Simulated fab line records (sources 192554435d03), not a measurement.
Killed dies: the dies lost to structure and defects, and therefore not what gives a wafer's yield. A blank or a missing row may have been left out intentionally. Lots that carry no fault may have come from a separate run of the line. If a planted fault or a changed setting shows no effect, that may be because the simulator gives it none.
A struck lot beside a sound one	flow n5 finfet	38 out of 1938 route steps
Sound: wafers L556.1, L556.2, L556.4. Struck: wafers L555.3, L555.5, L555.6. The cause comes at the end.
Per side, at each step with rows, come the tool, then ch with its chambers, and then its first start. Under that, the readings that differ: sound wafers	struck wafers	difference of the means	sigmas: that difference in standard deviations of wafers without a fault.
alike: same words and numbers on both sides, and readings whose means sit less than 2 such deviations apart. not compared: any withheld reading, any reading some wafer has no value for, any bound like >300 that may hide the same value, and any number with overlapping values for which the record gives no deviation.
Wherever a step has rows on one side only, a row that says differs or no value, or a row with sigmas, the two part there. Numbers that have no deviation but don't overlap get no sigmas and don't part them. A reading that every wafer of one side lacks parts them only if that side has two wafers or more.

first, 9 steps without rows for these wafers: N5_BEOL_M4_ANNEAL_95 (time 240 s); N5_BEOL_M4_SPUTTER_96 (material Cu, target thk 4.5 nm, time 8.29 s); N5_BEOL_M4_ECD_50 (material Cu, target thk 300 nm); N5_BEOL_M4_ANNEAL_51 (time 90 s); N5_BEOL_M4_CMP_52 (polishes, stops on SiOC, t overpolish 6.8 s, target thk 40 nm); N5_BEOL_M4_PRE_CLEAN_60 (time 15 s); N5_BEOL_M4_CO_CAP_55 (material Co, precursor CCTBA/H2, target thk 2 nm, time 102.1 s); N5_BEOL_M4_PRE_CLEAN_56 (time 15 s); N5_BEOL_M4_DEP_57 (deposits SiCN from 3MS/NH3, target thk 8 nm, time 14 s).
N5_BEOL_M4_RC_MEAS_101:
  sound on prober-01 ch 0, day 13 03:32; struck on prober-01 ch 0, day 13 00:57
reading	sound	struck	difference	sigmas
IOFF_N (nA/um)	0.176 0.164 0.177	0.118 0.101 0.120	-0.059	-2
IOFF_P (nA/um)	0.24 0.24 0.24	0.18 0.15 0.17	-0.07	-2
ION_P (uA/um)	469 482 473	458 449 461	-19	-2
VT_N (mV)	248 247 248	254 256 255	+7	+2
  alike: DIBL_N, DIBL_P, ION_N, SS_N, SS_P, VT_P
then, 24 steps without rows for these wafers: N5_BEOL_M5_ILD_DEP_00 (deposits SiCOH lowk from DEMS/porogen, target thk 140.64 nm, time 25.9 s); N5_BEOL_M5_CURE_79 (cures SiCOH lowk, time 240 s); N5_BEOL_M5_PECVD_70 (deposits SiO2 from TEOS/O2, target thk 16 nm, time 18 s); N5_BEOL_M5_HM_DEP_02 (deposits TiN, target thk 20 nm); N5_BEOL_M5_COAT_59 (time 60 s, resist thk 60 nm); N5_BEOL_M5_COAT_60 (time 60 s, resist thk 12 nm); N5_BEOL_M5_COAT_71 (time 60 s, resist thk 5 nm); N5_BEOL_M5_COAT_05 (resist thk 30 nm); N5_BEOL_M5_EBR_07; N5_BEOL_M5_SOFTBAKE_06 (time 60 s); N5_BEOL_M5_EXPOSE_08 (exposes mask M5, target cd 28 nm); N5_BEOL_M5_PEB_09 (peb time 60 s); N5_BEOL_M5_DEVELOP_10 (develop time 30 s); N5_BEOL_M5_DESCUM_16 (chemistry O2, time 7 s); N5_BEOL_M5_ETCH_72 (etches underlayer in N2/H2, target depth 6.5 nm, time 5.2 s); N5_BEOL_M5_ETCH_61 (etches SiARC in CF4, target depth 15.6 nm, time 26 s); N5_BEOL_M5_ETCH_62 (etches SOC in N2/H2, target depth 75 nm, overetch 15 nm, time 112.5 s); N5_BEOL_M5_STRIP_63 (strips in N2/H2); N5_BEOL_M5_STRIP_73 (strips in N2/H2); N5_BEOL_M5_STRIP_64 (strips in CF4); N5_BEOL_M5_HM_OPEN_17 (chemistry Cl2/BCl3, target TiN, target depth 20 nm, overetch 6 nm); N5_BEOL_M5_STRIP_19 (strips in O2); N5_BEOL_M5_COAT_65 (time 60 s, resist thk 60 nm); N5_BEOL_M5_COAT_66 (time 60 s, resist thk 12 nm).
N5_BEOL_M8_STRIP_19: strips in O2.
  sound on rie diel-04 ch 0,1,3, day 14 14:29; struck on rie diel-02 ch 0,2,3, day 14 17:50
  no value came back on the struck wafers for any of 8 readings (bias power w (W), chamber pressure mTorr (mTorr) and others); on the sound wafers bias power w (W) reads 0 0 0
reading	sound	struck	difference	sigmas
model.SOC_of_BEOL_M8_COAT_59.thk nm (nm)	0 0 0	92.2 92.2 91.8	+92.1	
N5_BEOL_M8_ETCH_66: etches SOC in N2/H2, target depth 80 nm, overetch 16 nm, time 120 s.
  sound on rie diel-04 ch 0,1,2, day 14 16:46; struck on rie diel-04 ch 0,1,2, day 14 18:41
reading	sound	struck	difference	sigmas
oes product au (a.u.)	0.60 0.59 0.59	0.77 0.78 0.79	+0.19	+4
model.etch.depth nm (nm)	59.88 59.98 59.97	96.56 99.64 94.05	+36.81	
  alike: bias w, drypump motor current A, rf vpp V, showerhead plenum p Torr, throttle valve pct
  not compared: rf hours counter h
N5_BEOL_M8_VIA_ETCH_34: etches SiCOH lowk in C4F6/O2, target depth 125.5 nm, time 50.5 s.
  sound on rie diel-04 ch 0,1,2, day 14 16:52; struck on rie diel-04 ch 0,1,2, day 14 18:47
reading	sound	struck	difference	sigmas
oes product au (a.u.)	0.80 0.77 0.78	0.28 0.29 0.30	-0.49	-7
  alike: bias w, drypump motor current A, mfc ar sccm, rf vpp V, showerhead plenum p Torr, throttle valve pct
  not compared: rf hours counter h
-- here the record skips 3 days between the struck wafers' starts before and after, leaving off in module BEOL_M8 and picking up in module PASSIVATION (first step shown: number 1936 of the route) --
N5_PASSIVATION_PROBE_49:
  rows exist in the record for the struck wafers here (prober-01, day 17 15:10), but not for the sound ones

## WHERE THEY PART
At N5_BEOL_M4_RC_MEAS_101 first; at N5_PASSIVATION_PROBE_49 last (within this record only).

WHY: what the simulator had put in
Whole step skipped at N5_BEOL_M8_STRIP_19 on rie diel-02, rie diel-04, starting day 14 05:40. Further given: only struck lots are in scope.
